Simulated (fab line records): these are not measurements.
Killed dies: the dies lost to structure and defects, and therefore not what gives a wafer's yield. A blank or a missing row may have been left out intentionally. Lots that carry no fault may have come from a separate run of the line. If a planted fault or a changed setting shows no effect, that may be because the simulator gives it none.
Matching of chambers :: flow nand harc :: 4 sister chambers for NHARC_A_WL_FILL_ALD_10 on ald hk-04
The step deposits SiO2, target thk 50 nm, pulse time 10 s, ald cycles 500. 8 wafers are shown with their chamber, then 12 later ones without.

WAFERS WITH THEIR CHAMBER
wafer: L087.6
chamber: 0
heater power w (W): 454
precursor pulse height rel: 0.990

wafer: L087.5
chamber: 1
heater power w (W): 433
precursor pulse height rel: 0.957

wafer: L090.1
chamber: 2
heater power w (W): 448
precursor pulse height rel: 0.983

wafer: L090.4
chamber: 3
heater power w (W): 528
precursor pulse height rel: 1.012

wafer: L090.3
chamber: 0
heater power w (W): 450
precursor pulse height rel: 0.998

wafer: L090.2
chamber: 1
heater power w (W): 438
precursor pulse height rel: 1.017

wafer: L090.6
chamber: 2
heater power w (W): 447
precursor pulse height rel: 0.988

wafer: L090.5
chamber: 3
heater power w (W): 536
precursor pulse height rel: 1.014

WAFERS WHOSE CHAMBER IS MISSING
wafer: L092.2
heater power w (W): 440
precursor pulse height rel: 1.016

wafer: L092.5
heater power w (W): 535
precursor pulse height rel: 1.014

wafer: L092.6
heater power w (W): 451
precursor pulse height rel: 1.014

wafer: L093.2
heater power w (W): 535
precursor pulse height rel: 1.039

wafer: L093.4
heater power w (W): 458
precursor pulse height rel: 0.978

wafer: L093.6
heater power w (W): 452
precursor pulse height rel: 1.008

wafer: L093.1
heater power w (W): 448
precursor pulse height rel: 0.992

wafer: L093.3
heater power w (W): 441
precursor pulse height rel: 1.016

wafer: L093.5
heater power w (W): 529
precursor pulse height rel: 0.989

wafer: L096.4
heater power w (W): 464
precursor pulse height rel: 0.992

wafer: L096.5
heater power w (W): 454
precursor pulse height rel: 1.020

wafer: L096.6
heater power w (W): 529
precursor pulse height rel: 0.997

WHICH CHAMBER EACH ONE RAN IN
wafer: L092.2
from the rows above: can't be placed: 1 or 2 or 0
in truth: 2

wafer: L092.5
from the rows above: 3
in truth: 3

wafer: L092.6
from the rows above: can't be placed: 0 or 2
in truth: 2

wafer: L093.2
from the rows above: 3
in truth: 3

wafer: L093.4
from the rows above: can't be placed: 0 or 2
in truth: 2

wafer: L093.6
from the rows above: can't be placed: 0 or 2
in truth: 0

wafer: L093.1
from the rows above: can't be placed: 2 or 0
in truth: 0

wafer: L093.3
from the rows above: can't be placed: 1 or 2 or 0
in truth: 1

wafer: L093.5
from the rows above: 3
in truth: 3

wafer: L096.4
from the rows above: can't be placed: 0 or 2
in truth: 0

wafer: L096.5
from the rows above: can't be placed: 0 or 2
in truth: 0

wafer: L096.6
from the rows above: 3
in truth: 3
Correctly placed: 4 of 12. Unplaceable from these rows: 8, with the true chamber sitting among the candidates in 8. 0 placed wrongly.
How it was worked out, from the rows above alone: a wafer's distance from a chamber is the root of the sum, over the readings, of the square of ((its reading less the chamber's mean) divided by the reading's scatter). If the next closest chamber is less than 2 further off than the closest, the wafer can't be placed; otherwise it belongs to the closest. The mean given for a chamber averages the wafers shown for that chamber. The scatter is the square root of a quotient: the sum, over the shown wafers, of each reading's squared deviation from its chamber's mean, divided by wafers minus chambers.
